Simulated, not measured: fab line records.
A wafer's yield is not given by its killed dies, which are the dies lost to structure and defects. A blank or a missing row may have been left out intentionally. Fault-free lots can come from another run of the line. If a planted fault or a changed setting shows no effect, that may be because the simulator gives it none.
fab line records	flow nand_harc
record: lots: 24	wafers: 72	last_day: 33
route steps=1302 shown P_BONDPAD@371 A_ONON_D1@431 A_CHANNEL_HOLE_D1@469
lots that met no fault: from a run of the same line without faults
start_h: hours from the record's opening day to when the first of the lot's shown wafers began	wait_h: time in hours since the lot's previous step	" repeats the value in the row above	L1.1+2: one row covering several wafers at once	- either no value or no given start	* or withheld: withheld	< > ~ a bound
route shown NAME@n: names a module that has steps shown in the file, with the first one's number in the route	usual: mean/standard deviation taken from wafers without a fault	same: alike in all rows	chamber/n: place in a boat	sites: readings site by site	_std_site: the standard deviation of these	_edge_site: mean of outer sites minus mean of inner sites	radius_mm: for every site, how far away it sits from the centre of the wafer	mask NAME#n: copy n	behind: the tool/chamber that last shaped the wafer	hold: the reason the lot was held/the length of the hold in hours/how it ended	device: which transistor (n, p or np) failed to switch	end of line: the same wafers' tests at the end of the route	for a step that has no rows: nothing shown but its recipe	killed: the dies lost at the first sort to structure and to defects; this is not the yield of the wafer	map: the dies of a wafer, with x for killed, . for not killed, _ for no die there
set.NAME: the setting as run; set.NAME@STEP: as run at that earlier step	model.NAME: the simulator's own value behind a step, which no gauge read
a sample of lots followed through the steps of the route, with each step as a table and each wafer as a row
services: the hour from which a tool's chamber was out of use, counted from the record's first day as start_h (under 0 if before that day), plus the number of hours and why
== steps ==
step: NHARC_P_BONDPAD_STRIP_15
recipe: o2_flow_sccm: 500	ar_flow_sccm: 0	bias_w: 0	chemistry: O2
usual: drypump_motor_current_A: 5.8/0.59	oes_product_au: 1.002/0.0077	rf_vpp_V: 57.8/0.88	showerhead_plenum_p_Torr: 3.54/0.17	throttle_valve_pct: 17.035/0.01
lot.wafer	tool	chamber	start_h	wait_h	drypump_motor_current_A	oes_product_au	rf_hours_counter_h	rf_vpp_V	showerhead_plenum_p_Torr	throttle_valve_pct
L074.4	rie_diel-08	1	141.31	0.1	5.8	1.009	4.9	56.5	3.30	17.031
L074.3	"	2	"	"	6.0	1.000	7.2	56.8	3.30	17.036
L074.6	"	1	"	"	5.8	1.013	-	57.8	3.30	17.047
L075.4	rie_diel-01	2	143.53	0.1	6.1	0.992	3.4	58.3	3.80	17.031
L075.3	"	1	"	"	6.7	1.001	3.4	58.7	3.66	17.034
L075.5	"	2	"	"	6.1	0.994	-	59.0	3.80	17.025
L076.4	rie_diel-03	3	155.36	0.1	6.2	0.999	2.4	57.7	3.59	17.048
L076.2	"	0	"	"	5.0	0.997	2.1	57.3	3.59	17.035
L076.1	"	1	"	"	5.8	0.984	2.6	56.9	3.30	17.044
L077.1	rie_diel-01	3	164.30	0.1	4.7	1.007	4.0	58.7	3.64	17.054
L077.4	"	1	"	"	6.6	1.000	3.9	57.7	3.66	17.036
L077.6	"	3	"	"	4.7	0.994	-	57.1	3.64	17.039
L078.1	rie_diel-08	0	177.52	0.1	5.7	1.002	8.8	58.0	3.65	17.042
L078.5	"	3	"	"	6.7	1.009	-	58.6	3.32	17.043
L078.6	"	0	"	"	5.6	1.001	-	59.1	3.65	17.034
L079.2	rie_diel-08	0	187.82	0.1	5.7	0.993	9.0	58.4	3.65	17.038
L079.1	"	1	"	"	5.8	1.007	6.7	57.0	3.30	17.021
L079.6	"	2	"	"	5.9	0.996	-	58.7	3.30	17.032
L080.4	rie_diel-03	2	193.36	0.1	5.3	1.005	3.3	58.2	3.67	17.030
L080.1	"	1	"	"	5.8	0.974	3.1	58.1	3.30	17.039
L080.5	"	2	"	"	5.3	1.001	-	58.9	3.67	17.018
L081.3	rie_diel-08	3	210.83	0.1	6.7	0.993	1.2	58.3	3.32	17.039
L081.2	"	2	"	"	6.0	0.990	1.1	57.8	3.30	17.042
L081.6	"	3	"	"	6.7	0.992	-	58.3	3.32	17.041
L082.1	rie_diel-03	2	217.14	0.1	5.3	1.014	4.4	57.4	3.67	17.038
L082.4	"	0	"	"	5.0	1.018	3.4	57.9	3.59	17.035
L082.2	"	1	"	"	5.8	1.003	4.2	57.4	3.30	17.053
L083.3	rie_diel-03	1	224.96	0.1	5.8	0.994	5.3	56.8	3.30	17.031
L083.6	"	2	"	"	5.3	1.008	-	58.4	3.66	17.045
L083.5	"	0	"	"	5.0	0.997	-	58.7	3.58	17.026
L084.4	rie_diel-01	2	241.57	0.1	6.1	0.996	0.5	58.7	3.79	17.035
L084.6	"	1	"	"	6.6	1.011	-	57.6	3.66	17.023
L084.5	"	2	"	"	6.1	1.004	-	57.6	3.79	17.027
L085.3	rie_diel-03	2	250.36	0.1	5.3	0.999	7.8	58.0	3.66	17.039
L085.1	"	3	"	"	6.2	1.000	6.8	58.6	3.59	17.022
L085.5	"	2	"	"	5.3	1.003	-	57.7	3.66	17.046
L086.3	rie_diel-01	1	256.74	0.1	6.6	1.008	0.8	57.6	3.66	17.035
L086.6	"	0	"	"	5.8	1.019	-	58.2	3.47	17.051
L086.5	"	1	"	"	6.7	1.006	-	59.6	3.66	17.030
L087.2	rie_diel-08	2	260.29	0.1	6.0	0.981	3.8	57.1	3.30	17.060
L087.1	"	3	"	"	6.7	1.002	4.2	57.0	3.32	17.043
L087.5	"	2	"	"	6.0	0.998	-	58.7	3.30	17.024
L088.4	rie_diel-08	0	284.01	0.1	5.7	0.998	5.2	58.0	3.64	17.033
L088.3	"	2	"	"	6.0	1.003	4.9	58.8	3.30	17.030
L088.6	"	1	"	"	5.7	1.016	-	57.5	3.30	17.035
L089.3	rie_diel-01	3	284.16	0.1	4.7	1.010	1.2	56.5	3.64	17.027
L089.1	"	0	"	"	5.8	1.001	1.3	58.3	3.47	17.050
L089.6	"	2	"	"	6.1	1.002	-	59.4	3.79	17.040
L090.4	rie_diel-01	0	301.51	0.1	5.8	1.003	2.0	57.5	3.47	17.027
L090.3	"	1	"	"	6.6	1.002	2.3	56.8	3.66	17.026
L090.5	"	3	"	"	4.7	1.014	-	57.8	3.64	17.015
L091.3	rie_diel-03	3	312.60	0.1	6.3	0.998	1.2	57.6	3.59	17.046
L091.5	"	1	"	"	5.8	0.995	-	57.1	3.29	17.038
L091.6	"	3	"	"	6.3	1.005	-	58.8	3.59	17.030
L092.1	rie_diel-01	2	315.47	0.1	6.1	1.008	2.3	58.2	3.79	17.052
L092.3	"	3	"	"	4.7	0.999	2.0	57.9	3.64	17.011
L092.6	"	3	"	"	4.7	1.003	-	56.7	3.64	17.032
L093.1	rie_diel-08	2	326.96	0.1	6.0	0.996	7.5	57.0	3.30	17.042
L093.2	"	3	"	"	6.7	0.999	8.6	56.4	3.31	17.039
L093.6	"	2	"	"	6.0	0.991	-	59.4	3.30	17.031
L094.3	rie_diel-03	0	340.95	0.1	5.0	1.002	1.0	58.5	3.58	17.034
L094.2	"	1	"	"	5.8	0.994	2.6	56.7	3.29	17.042
L094.6	"	3	"	"	6.2	1.003	-	58.4	3.59	17.028
L095.4	rie_diel-01	2	347.87	0.1	6.1	1.011	3.0	57.7	3.79	17.047
L095.3	"	0	"	"	5.8	0.999	2.7	56.7	3.47	17.022
L095.2	"	1	"	"	6.6	1.002	3.0	57.7	3.66	17.024
L096.2	rie_diel-01	0	352.53	0.1	5.8	1.005	2.8	57.6	3.47	17.033
L096.3	"	1	"	"	6.6	1.001	3.1	59.0	3.66	17.047
L096.1	"	2	"	"	6.1	1.001	3.1	56.9	3.79	17.041
L097.1	rie_diel-03	2	366.22	0.1	5.3	1.005	4.3	58.8	3.66	17.038
L097.5	"	1	"	"	5.7	0.997	-	55.7	3.29	17.040
L097.6	"	2	"	"	5.3	1.006	-	58.3	3.66	17.053
step: NHARC_P_BONDPAD_PRE_CLEAN_26
recipe: time_s: 30	temp_c: 280	gas: H2/He
usual: heater_power_w: 436/41
lot.wafer	tool	chamber	start_h	wait_h	heater_power_w
L074.4	pvd_sputter-01	-	-	-	416
L074.3	"	-	"	"	478
L074.6	"	-	"	"	417
L075.4	pvd_sputter-03	-	-	-	396
L075.3	"	-	"	"	431
L075.5	"	-	"	"	423
L076.1	pvd_sputter-03	-	-	-	426
L076.4	"	-	"	"	395
L076.2	"	-	"	"	429
L077.4	pvd_sputter-03	-	-	-	426
L077.1	"	-	"	"	433
L077.6	"	-	"	"	422
L078.1	pvd_sputter-02	-	-	-	376
L078.5	"	-	"	"	460
L078.6	"	-	"	"	369
L079.1	pvd_sputter-02	-	-	-	384
L079.2	"	-	"	"	466
L079.6	"	-	"	"	474
L080.4	pvd_sputter-01	-	-	-	482
L080.1	"	-	"	"	463
L080.5	"	-	"	"	499
L081.3	pvd_sputter-03	-	-	-	444
L081.2	"	-	"	"	403
L081.6	"	-	"	"	453
L082.1	pvd_sputter-02	-	-	-	422
L082.2	"	-	"	"	472
L082.4	"	-	"	"	464
L083.3	pvd_sputter-03	-	-	-	422
L083.5	"	-	"	"	394
L083.6	"	-	"	"	405
L084.4	pvd_sputter-02	-	-	-	474
L084.5	"	-	"	"	368
L084.6	"	-	"	"	420
L085.3	pvd_sputter-02	-	-	-	472
L085.1	"	-	"	"	420
L085.5	"	-	"	"	468
L086.3	pvd_sputter-01	-	-	-	498
L086.5	"	-	"	"	488
L086.6	"	-	"	"	501
L087.2	pvd_sputter-02	-	-	-	418
L087.1	"	-	"	"	474
L087.5	"	-	"	"	431
L088.4	pvd_sputter-03	-	-	-	404
L088.3	"	-	"	"	414
L088.6	"	-	"	"	442
L089.3	pvd_sputter-01	-	-	-	501
L089.1	"	-	"	"	404
L089.6	"	-	"	"	499
L090.4	pvd_sputter-01	-	-	-	445
L090.3	"	-	"	"	500
L090.5	"	-	"	"	436
L091.3	pvd_sputter-02	-	-	-	499
L091.5	"	-	"	"	435
L091.6	"	-	"	"	353
L092.3	pvd_sputter-03	-	-	-	412
L092.1	"	-	"	"	403
L092.6	"	-	"	"	402
L093.2	pvd_sputter-01	-	-	-	493
L093.1	"	-	"	"	434
L093.6	"	-	"	"	498
L094.2	pvd_sputter-01	-	-	-	495
L094.3	"	-	"	"	516
L094.6	"	-	"	"	404
L095.2	pvd_sputter-02	-	-	-	496
L095.3	"	-	"	"	349
L095.4	"	-	"	"	423
L096.2	pvd_sputter-02	-	-	-	356
L096.1	"	-	"	"	431
L096.3	"	-	"	"	433
L097.1	pvd_sputter-02	-	-	-	411
L097.5	"	-	"	"	456
L097.6	"	-	"	"	360
step: NHARC_P_BONDPAD_PVD_27
recipe: target_thk_a: 300	chamber_pressure_pa: 5	power_w: 5000	substrate_temp_c: 30	time_s: 20.49	material: Cu
usual: throttle_valve_pct: 30.0/1.1
lot.wafer	tool	chamber	start_h	wait_h	throttle_valve_pct
L074.3	pvd_sputter-01	-	-	-	30.1
L074.4	"	-	"	"	27.5
L074.6	"	-	"	"	30.0
L075.4	pvd_sputter-03	-	-	-	29.1
L075.3	"	-	"	"	30.8
L075.5	"	-	"	"	31.0
L076.4	pvd_sputter-03	-	-	-	30.7
L076.2	"	-	"	"	29.2
L076.1	"	-	"	"	30.8
L077.4	pvd_sputter-03	-	-	-	30.8
L077.1	"	-	"	"	29.1
L077.6	"	-	"	"	28.8
L078.1	pvd_sputter-02	-	-	-	29.6
L078.6	"	-	"	"	31.4
L078.5	"	-	"	"	29.4
L079.2	pvd_sputter-02	-	-	-	29.4
L079.1	"	-	"	"	30.9
L079.6	"	-	"	"	29.6
L080.1	pvd_sputter-01	-	-	-	30.1
L080.4	"	-	"	"	27.5
L080.5	"	-	"	"	27.8
L081.3	pvd_sputter-03	-	-	-	28.8
L081.2	"	-	"	"	29.2
L081.6	"	-	"	"	31.0
L082.2	pvd_sputter-02	-	-	-	31.6
L082.4	"	-	"	"	29.2
L082.1	"	-	"	"	30.7
L083.3	pvd_sputter-03	-	-	-	29.3
L083.6	"	-	"	"	29.1
L083.5	"	-	"	"	30.4
L084.4	pvd_sputter-02	-	-	-	30.8
L084.6	"	-	"	"	29.4
L084.5	"	-	"	"	30.8
L085.3	pvd_sputter-02	-	-	-	30.9
L085.1	"	-	"	"	29.2
L085.5	"	-	"	"	30.8
L086.3	pvd_sputter-01	-	-	-	30.8
L086.5	"	-	"	"	27.6
L086.6	"	-	"	"	30.8
L087.2	pvd_sputter-02	-	-	-	31.4
L087.1	"	-	"	"	29.4
L087.5	"	-	"	"	30.8
L088.4	pvd_sputter-03	-	-	-	28.6
L088.3	"	-	"	"	28.9
L088.6	"	-	"	"	29.2
L089.3	pvd_sputter-01	-	-	-	27.9
L089.1	"	-	"	"	28.5
L089.6	"	-	"	"	27.8
L090.3	pvd_sputter-01	-	-	-	27.7
L090.4	"	-	"	"	30.4
L090.5	"	-	"	"	30.8
L091.3	pvd_sputter-02	-	-	-	31.8
L091.5	"	-	"	"	29.9
L091.6	"	-	"	"	31.4
L092.3	pvd_sputter-03	-	-	-	29.2
L092.1	"	-	"	"	30.7
L092.6	"	-	"	"	28.9
L093.1	pvd_sputter-01	-	-	-	28.7
L093.2	"	-	"	"	27.6
L093.6	"	-	"	"	30.3
L094.2	pvd_sputter-01	-	-	-	30.7
L094.3	"	-	"	"	28.7
L094.6	"	-	"	"	30.7
L095.2	pvd_sputter-02	-	-	-	29.5
L095.4	"	-	"	"	29.2
L095.3	"	-	"	"	31.5
L096.3	pvd_sputter-02	-	-	-	31.3
L096.1	"	-	"	"	31.7
L096.2	"	-	"	"	29.8
L097.1	pvd_sputter-02	-	-	-	30.0
L097.5	"	-	"	"	31.8
L097.6	"	-	"	"	29.4
step: NHARC_P_BONDPAD_ACTIVATE_29
recipe: time_s: 60	n2_flow_sccm: 200	ar_flow_sccm: 0	bias_power_w: 0	chemistry: N2
usual: drypump_motor_current_A: 5.8/0.63	oes_product_au: 1.002/0.0078	rf_vpp_V: 64.2/0.94	showerhead_plenum_p_Torr: 1.78/0.094
lot.wafer	tool	chamber	start_h	wait_h	drypump_motor_current_A	oes_product_au	rf_hours_counter_h	rf_vpp_V	showerhead_plenum_p_Torr
L074.4	rie_diel-08	0	143.52	0.1	5.6	1.003	7.0	64.3	1.83
L074.3	"	2	"	"	6.0	0.994	7.2	64.4	1.64
L074.6	"	1	"	"	5.8	1.000	-	63.7	1.64
L075.4	rie_diel-08	3	145.85	0.1	6.7	1.002	7.6	64.0	1.65
L075.3	"	0	"	"	5.6	1.001	7.1	64.0	1.83
L075.5	"	3	"	"	6.6	1.002	-	63.2	1.65
L076.4	rie_diel-01	0	157.60	0.1	5.8	0.995	3.7	65.2	1.74
L076.1	"	2	"	"	6.1	0.998	3.9	65.4	1.91
L076.2	"	3	"	"	4.7	1.005	3.9	66.1	1.83
L077.1	rie_diel-01	3	166.52	0.1	4.7	1.003	4.1	64.1	1.83
L077.4	"	0	"	"	5.8	1.001	3.9	64.4	1.74
L077.6	"	3	"	"	4.7	1.001	-	65.0	1.83
L078.1	rie_diel-01	2	179.81	0.1	6.1	0.984	4.2	65.4	1.91
L078.5	"	3	"	"	4.7	0.991	-	63.5	1.83
L078.6	"	0	"	"	5.8	0.988	-	63.1	1.74
L079.2	rie_diel-03	1	190.02	0.1	5.8	0.973	3.0	62.7	1.64
L079.1	"	3	"	"	6.3	0.998	2.8	63.8	1.80
L079.6	"	1	"	"	5.8	0.988	-	64.5	1.64
L080.4	rie_diel-03	1	195.58	0.1	5.8	0.990	3.1	64.5	1.64
L080.1	"	0	"	"	5.0	0.989	2.6	63.5	1.80
L080.5	"	2	"	"	5.3	0.988	-	64.2	1.84
L081.2	rie_diel-01	0	213.11	0.1	5.8	1.000	0.0	64.2	1.74
L081.3	"	1	"	"	6.6	1.005	0.0	63.3	1.84
L081.6	"	3	"	"	4.7	1.002	-	64.4	1.83
L082.1	rie_diel-08	3	219.39	0.1	6.7	0.999	1.9	62.9	1.65
L082.4	"	0	"	"	5.7	1.002	1.6	63.3	1.83
L082.2	"	1	"	"	5.8	1.001	1.3	64.1	1.64
L083.3	rie_diel-01	2	227.19	0.1	6.1	1.007	0.3	65.0	1.91
L083.6	"	1	"	"	6.6	1.001	-	63.2	1.84
L083.5	"	2	"	"	6.1	1.009	-	66.5	1.91
L084.4	rie_diel-03	3	243.80	0.1	6.2	1.002	6.2	64.8	1.80
L084.5	"	1	"	"	5.7	1.002	-	63.5	1.64
L084.6	"	2	"	"	5.3	1.002	-	65.3	1.84
L085.3	rie_diel-03	1	252.55	0.1	5.8	0.994	7.2	61.9	1.64
L085.1	"	3	"	"	6.3	1.004	6.8	63.7	1.80
L085.5	"	1	"	"	5.8	0.988	-	62.8	1.64
L086.3	rie_diel-01	1	258.98	0.1	6.6	1.021	0.8	63.6	1.84
L086.5	"	1	"	"	6.6	1.003	-	64.9	1.84
L086.6	"	2	"	"	6.1	1.008	-	63.9	1.91
L087.1	rie_diel-08	3	262.51	0.1	6.7	0.999	4.2	63.6	1.65
L087.2	"	0	"	"	5.7	0.997	4.0	65.1	1.83
L087.5	"	2	"	"	6.0	0.996	-	63.0	1.64
L088.4	rie_diel-08	1	286.29	0.1	5.8	1.000	5.0	63.5	1.64
L088.3	"	2	"	"	6.0	1.000	5.0	64.7	1.64
L088.6	"	0	"	"	5.7	1.001	-	64.4	1.83
L089.1	rie_diel-01	2	286.82	0.1	6.1	1.013	1.5	65.5	1.91
L089.3	"	3	"	"	4.7	1.003	1.3	64.4	1.83
L089.6	"	2	"	"	6.1	1.022	-	65.6	1.91
L090.3	rie_diel-08	0	303.76	0.1	5.6	0.998	6.2	63.5	1.83
L090.4	"	0	"	"	5.7	1.009	-	63.5	1.83
L090.5	"	3	"	"	6.7	1.006	-	64.3	1.65
L091.3	rie_diel-01	1	314.88	0.1	6.6	1.010	2.4	65.9	1.84
L091.6	"	3	"	"	4.7	1.005	-	63.2	1.83
L091.5	"	0	"	"	5.8	1.014	-	62.9	1.74
L092.3	rie_diel-01	2	317.72	0.1	6.0	1.006	2.4	63.9	1.91
L092.1	"	1	"	"	6.6	1.007	2.5	64.3	1.84
L092.6	"	3	"	"	4.7	1.004	-	63.1	1.83
L093.1	rie_diel-01	0	329.20	0.1	5.8	1.005	2.5	64.1	1.74
L093.2	"	1	"	"	6.6	1.008	2.8	64.7	1.84
L093.6	"	3	"	"	4.7	1.000	-	64.8	1.83
L094.3	rie_diel-01	1	343.18	0.1	6.6	1.005	2.9	65.4	1.84
L094.2	"	2	"	"	6.1	1.001	2.8	64.7	1.91
L094.6	"	3	"	"	4.7	1.002	-	64.0	1.83
L095.2	rie_diel-08	0	350.14	0.1	5.6	1.000	9.3	62.5	1.83
L095.3	"	1	"	"	5.7	1.005	8.7	62.5	1.64
L095.4	"	3	"	"	6.7	1.007	9.5	64.4	1.65
L096.2	rie_diel-01	2	354.79	0.1	6.1	0.998	3.1	65.4	1.91
L096.3	"	3	"	"	4.7	1.008	2.9	64.6	1.83
L096.1	"	0	"	"	5.9	1.011	2.9	63.9	1.74
L097.1	rie_diel-01	0	368.44	0.1	5.8	1.011	3.0	64.1	1.74
L097.5	"	2	"	"	6.1	0.997	-	65.8	1.91
L097.6	"	3	"	"	4.7	0.999	-	64.5	1.83
step: NHARC_A_ONON_D1_THK_MEAS_11
recipe: thk_meas_gauge: ellipsometry
usual: thk_nm: 1000/12
lot.wafer	tool	chamber	start_h	wait_h	thk_nm
L074.3	film_metro-01	-	170.88	-	999
L074.4	"	-	"	"	1002
L074.6	"	-	"	"	1000
L075.3	film_metro-01	-	170.89	-	1019
L075.4	"	-	"	"	1020
L075.5	"	-	"	"	1019
L076.1	film_metro-01	-	187.50	-	1022
L076.2	"	-	"	"	1021
L076.4	"	-	"	"	1021
L077.1	film_metro-01	-	191.39	-	994
L077.4	"	-	"	"	993
L077.6	"	-	"	"	991
L078.1	film_metro-02	-	208.86	-	1006
L078.5	"	-	"	"	1006
L078.6	"	-	"	"	1006
L079.1	film_metro-01	-	215.68	-	1014
L079.2	"	-	"	"	1011
L079.6	"	-	"	"	1014
L080.1	film_metro-02	-	221.65	-	980
L080.4	"	-	"	"	980
L080.5	"	-	"	"	981
L081.2	film_metro-02	-	240.98	-	994
L081.3	"	-	"	"	991
L081.6	"	-	"	"	993
L082.1	film_metro-02	-	246.18	-	1000
L082.2	"	-	"	"	1000
L082.4	"	-	"	"	1001
L083.3	film_metro-02	-	251.53	-	993
L083.5	"	-	"	"	995
L083.6	"	-	"	"	994
L084.4	film_metro-01	-	269.29	-	1005
L084.5	"	-	"	"	1005
L084.6	"	-	"	"	1004
L085.1	film_metro-02	-	277.55	-	988
L085.3	"	-	"	"	988
L085.5	"	-	"	"	988
L087.1	film_metro-02	-	285.88	-	989
L087.2	"	-	"	"	987
L087.5	"	-	"	"	988
L086.3	film_metro-01	-	285.89	-	1014
L086.5	"	-	"	"	1015
L086.6	"	-	"	"	1015
L088.3	film_metro-01	-	310.76	-	1010
L088.4	"	-	"	"	1011
L088.6	"	-	"	"	1009
L089.1	film_metro-02	-	310.76	-	998
L089.3	"	-	"	"	998
L089.6	"	-	"	"	999
L090.3	film_metro-02	-	332.22	-	989
L090.4	"	-	"	"	989
L090.5	"	-	"	"	988
L092.1	film_metro-01	-	339.89	-	1018
L092.3	"	-	"	"	1020
L092.6	"	-	"	"	1018
L091.3	film_metro-02	-	339.92	-	995
L091.5	"	-	"	"	997
L091.6	"	-	"	"	996
L093.1	film_metro-01	-	358.61	-	979
L093.2	"	-	"	"	977
L093.6	"	-	"	"	979
L094.2	film_metro-02	-	368.11	-	991
L094.3	"	-	"	"	991
L094.6	"	-	"	"	992
L095.2	film_metro-01	-	374.82	-	1004
L095.3	"	-	"	"	1005
L095.4	"	-	"	"	1005
L096.1	film_metro-01	-	380.49	-	1009
L096.2	"	-	"	"	1008
L096.3	"	-	"	"	1008
L097.1	film_metro-02	-	395.03	-	1001
L097.5	"	-	"	"	998
L097.6	"	-	"	"	999
step: NHARC_A_CHANNEL_HOLE_D1_ETCH_16
recipe: target_depth_a: 31000	over_etch_frac: 0.3	time_s: 806	ion_energy_ev: 150	o2_flow_sccm: 400	cos_flow_sccm: 20	ar_flow_sccm: 0	rf_w: 500	bias_w: 300	chemistry: O2/COS
usual: drypump_motor_current_A: 5.5/0.45	oes_product_au: 0.999/0.007	rf_vpp_V: 313.5/1.2	showerhead_plenum_p_Torr: 3.07/0.067	throttle_valve_pct: 28.330/0.0097
lot.wafer	tool	chamber	start_h	wait_h	drypump_motor_current_A	oes_product_au	rf_hours_counter_h	rf_vpp_V	showerhead_plenum_p_Torr	throttle_valve_pct
L075.4	rie_diel-05	1	-	-	4.8	1.007	44	315.4	3.24	28.332
L075.3	"	0	"	"	6.1	1.004	43	315.8	3.15	28.310
L075.5	"	2	"	"	6.2	1.000	-	314.2	3.10	28.339
L074.3	rie_diel-02	2	-	-	5.7	0.998	43	313.8	3.19	28.335
L074.4	"	3	"	"	5.7	1.004	45	312.0	2.96	28.327
L074.6	"	1	"	"	5.7	0.993	-	311.8	2.94	28.324
L076.1	rie_diel-06	3	-	-	6.1	1.003	6	312.4	3.07	28.339
L076.4	"	1	"	"	5.6	1.003	6	312.5	3.04	28.311
L076.2	"	2	"	"	5.5	0.995	6	315.4	3.10	28.347
L077.4	rie_diel-05	0	-	-	6.1	1.010	53	314.5	3.15	28.329
L077.1	"	2	"	"	6.3	0.991	53	312.8	3.10	28.334
L077.6	"	0	"	"	6.1	1.009	-	314.2	3.15	28.329
L078.1	rie_diel-06	1	-	-	5.6	1.015	7	312.8	3.04	28.333
L078.6	"	1	"	"	5.6	1.004	-	312.8	3.04	28.319
L078.5	"	2	"	"	5.5	0.997	-	313.1	3.10	28.314
L079.1	rie_diel-06	3	-	-	6.1	1.000	8	314.2	3.07	28.327
L079.2	"	1	"	"	5.6	0.994	8	313.5	3.04	28.321
L079.6	"	3	"	"	6.1	0.996	-	312.8	3.07	28.321
L080.4	rie_diel-06	3	-	-	6.1	1.003	9	313.3	3.07	28.324
L080.1	"	0	"	"	4.8	1.005	6	313.9	3.10	28.329
L080.5	"	2	"	"	5.5	0.998	-	314.7	3.10	28.316
L081.3	rie_diel-06	3	-	-	6.1	0.995	10	312.3	3.07	28.317
L081.2	"	1	"	"	5.6	1.004	10	313.0	3.04	28.337
L081.6	"	3	"	"	6.1	0.996	-	313.4	3.07	28.338
L082.4	rie_diel-06	2	264.34	-	5.5	0.996	11	313.7	3.10	28.320
L082.1	"	3	"	"	6.1	1.004	11	314.9	3.07	28.335
L082.2	"	1	"	"	5.6	1.012	11	313.3	3.04	28.340
L083.3	rie_diel-06	2	-	-	5.5	1.008	12	313.5	3.10	28.338
L083.5	"	2	"	"	5.5	0.994	-	312.5	3.10	28.316
L083.6	"	3	"	"	6.1	0.998	-	312.5	3.06	28.350
L084.6	rie_diel-06	0	-	-	4.8	1.011	-	314.0	3.10	28.329
L084.5	"	1	"	"	5.6	1.002	-	312.7	3.04	28.325
L084.4	"	2	"	"	5.5	1.013	-	313.1	3.10	28.326
L085.1	rie_diel-06	2	-	-	5.5	0.997	16	314.5	3.10	28.351
L085.3	"	3	"	"	6.1	0.994	14	313.9	3.06	28.338
L085.5	"	2	"	"	5.5	1.003	-	312.5	3.10	28.331
L087.2	rie_diel-02	0	-	-	5.1	1.014	28	314.4	3.03	28.315
L087.1	"	1	"	"	5.7	0.994	28	311.9	2.92	28.324
L087.5	"	0	"	"	5.1	0.999	-	312.7	3.03	28.319
L086.3	rie_diel-06	0	-	-	4.8	0.986	13	312.6	3.10	28.334
L086.6	"	2	"	"	5.5	0.985	-	313.7	3.10	28.329
L086.5	"	3	"	"	6.1	0.989	-	314.1	3.06	28.329
L089.3	rie_diel-06	1	-	-	5.6	0.999	0	313.9	3.04	28.327
L089.1	"	2	"	"	5.5	0.989	0	314.1	3.10	28.343
L089.6	"	2	"	"	5.5	0.988	-	313.1	3.10	28.313
L088.4	rie_diel-05	1	-	-	4.8	1.000	29	315.1	3.21	28.339
L088.3	"	3	"	"	4.9	0.999	28	312.4	3.01	28.331
L088.6	"	1	"	"	4.8	1.011	-	314.6	3.21	28.323
L090.4	rie_diel-06	2	-	-	5.5	0.997	3	314.3	3.09	28.326
L090.3	"	3	"	"	6.1	1.005	3	313.5	3.06	28.321
L090.5	"	2	"	"	5.5	0.997	-	313.0	3.09	28.326
L091.3	rie_diel-06	2	-	-	5.5	0.988	4	314.5	3.09	28.325
L091.5	"	1	"	"	5.6	0.999	-	313.4	3.04	28.343
L091.6	"	2	"	"	5.5	1.000	-	313.5	3.09	28.319
L092.1	rie_diel-02	0	-	-	5.1	0.999	42	312.5	3.03	28.322
L092.3	"	1	"	"	5.7	0.987	49	312.0	2.91	28.329
L092.6	"	3	"	"	5.6	0.993	-	311.6	2.93	28.341
L093.2	rie_diel-06	2	-	-	5.5	1.002	5	313.5	3.09	28.342
L093.1	"	1	"	"	5.6	0.992	5	312.8	3.03	28.315
L093.6	"	3	"	"	6.1	0.995	-	313.6	3.06	28.333
L094.2	rie_diel-02	3	-	-	5.6	1.005	54	310.5	2.93	28.333
L094.3	"	0	"	"	5.1	1.006	51	312.9	3.02	28.320
L094.6	"	2	"	"	5.7	1.006	-	314.6	3.16	28.341
L095.3	rie_diel-02	1	-	-	5.7	1.011	61	309.3	2.90	28.345
L095.4	"	2	"	"	5.7	0.999	51	314.6	3.16	28.345
L095.2	"	0	"	"	5.1	1.005	56	311.2	3.02	28.347
L096.3	rie_diel-06	2	-	-	5.5	0.995	7	313.4	3.09	28.340
L096.2	"	3	"	"	6.1	0.995	6	313.2	3.06	28.320
L096.1	"	0	"	"	4.8	0.995	6	314.0	3.09	28.349
L097.1	rie_diel-06	3	-	-	6.1	0.995	8	314.5	3.06	28.325
L097.5	"	0	"	"	4.8	0.988	-	312.6	3.09	28.331
L097.6	"	1	"	"	5.6	0.992	-	312.1	3.03	28.341
== services ==
tool	chamber	start_h	hours	kind
rie_diel-06	0	118.18	47.1	repair
rie_diel-06	1	121.51	16.6	repair
rie_diel-08	0	125.36	3.0	repair
rie_diel-06	-	130.59	9.0	pm
pvd_sputter-02	-	132.32	9.9	repair
pvd_sputter-03	-	170.05	10.0	pm
rie_diel-08	-	190.80	9.0	pm
rie_diel-01	-	203.87	9.0	pm
rie_diel-08	-	206.47	0.2	repair
pvd_sputter-01	-	226.00	10.0	pm
rie_diel-01	-	245.10	0.3	repair
pvd_sputter-02	-	282.00	10.0	pm
rie_diel-06	3	282.38	6.4	repair
rie_diel-08	2	290.72	15.0	repair
pvd_sputter-01	-	293.15	3.6	repair
pvd_sputter-02	-	294.71	1.7	repair
rie_diel-06	-	307.59	9.0	pm
rie_diel-01	0	336.82	9.0	repair
pvd_sputter-03	-	348.05	10.0	pm
rie_diel-08	-	367.80	9.0	pm
rie_diel-01	3	377.88	2.0	repair
pvd_sputter-02	-	378.11	2.2	repair
rie_diel-01	-	380.87	9.0	pm
rie_diel-06	2	406.30	112.9	repair
== key ==
fault none
